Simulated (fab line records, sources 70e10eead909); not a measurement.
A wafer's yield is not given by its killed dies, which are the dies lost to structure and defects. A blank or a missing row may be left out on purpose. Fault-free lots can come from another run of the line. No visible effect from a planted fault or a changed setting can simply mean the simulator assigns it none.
A lot that was struck, set against a sound lot / flow nandHarc / 13 out of 1302 route steps
Sound: these wafers, L884.1, L884.3, L884.6. The struck wafers were L871.1, L871.3, L871.6. The cause comes at the end.
Each step with rows lists, per side, the tool, then ch with its chambers, then its first start. Under that, the readings that differ: sound wafers / struck wafers / difference of the means / sigmas: that difference in standard deviations of wafers without a fault.
alike: same words and numbers on both sides, and readings whose means sit less than 2 such deviations apart. not compared: any withheld reading, any reading some wafer has no value for, any bound like >300 that may hide the same value, and any number with overlapping values for which the record gives no deviation.
Wherever a step has rows on one side only, a row that says differs or no value, or a row with sigmas, the two part there. Non-overlapping numbers with no deviation appear without sigmas and do not part them. A reading missing from all wafers of one side parts the sides only when that side holds two or more wafers.

NHARC_A_STAIRCASE_STRIP_274: strips in O2.
  sound on rieDiel-09 ch 0,1; struck on rieDiel-09 ch 1,2
  alike: drypumpMotorCurrentA, oesProductAu, rfVppV, showerheadPlenumPTorr, throttleValvePct
  not compared: rfHoursCounterH
then, 3 steps without rows for these wafers: NHARC_A_STAIRCASE_STRIP_275 (strips in SPM, time 900 s); NHARC_A_STAIRCASE_PRECLEAN_276 (cleans in SC1); NHARC_A_STAIRCASE_SRD_277.
NHARC_A_STAIRCASE_HM_DEP_459: deposits aC, target thk 1500 nm.
  sound on aclDep-03 ch 0, day 25 13:56; struck on aclDep-03 ch 0, day 20 09:22
  alike: throttleValvePct
NHARC_A_STAIRCASE_DEP_280: deposits SiON, target thk 30 nm.
  sound on pecvd-03 ch 0,1, day 25 15:51; struck on pecvd-04 ch 0,1, day 20 11:16
  alike: heaterPowerW
then, 5 steps without rows for these wafers: NHARC_A_STAIRCASE_DEHYDRATE_281 (time 120 s); NHARC_A_STAIRCASE_HMDS_282 (time 30 s); NHARC_A_STAIRCASE_COAT_283; NHARC_A_STAIRCASE_SOFTBAKE_284 (time 170 s); NHARC_A_STAIRCASE_EBR_285.
NHARC_A_STAIRCASE_EXPOSE_286: exposes mask CHOP 100.
  sound on krfScanner-01 ch 0, day 25 16:28; struck on krfScanner-04, day 20 11:50
  no value came back on the struck wafers for exposureDoseMJCm2, focusOffsetNm (nm), reticleTempC (C); on the sound wafers exposureDoseMJCm2 reads 24.995 25.019 24.979
  alike: mask
then, 1 step without rows for these wafers: NHARC_A_STAIRCASE_PEB_287 (peb time 130 s).

WHERE THEY PART
Only at NHARC_A_STAIRCASE_EXPOSE_286, within this record.

WHY: what the simulator had put in
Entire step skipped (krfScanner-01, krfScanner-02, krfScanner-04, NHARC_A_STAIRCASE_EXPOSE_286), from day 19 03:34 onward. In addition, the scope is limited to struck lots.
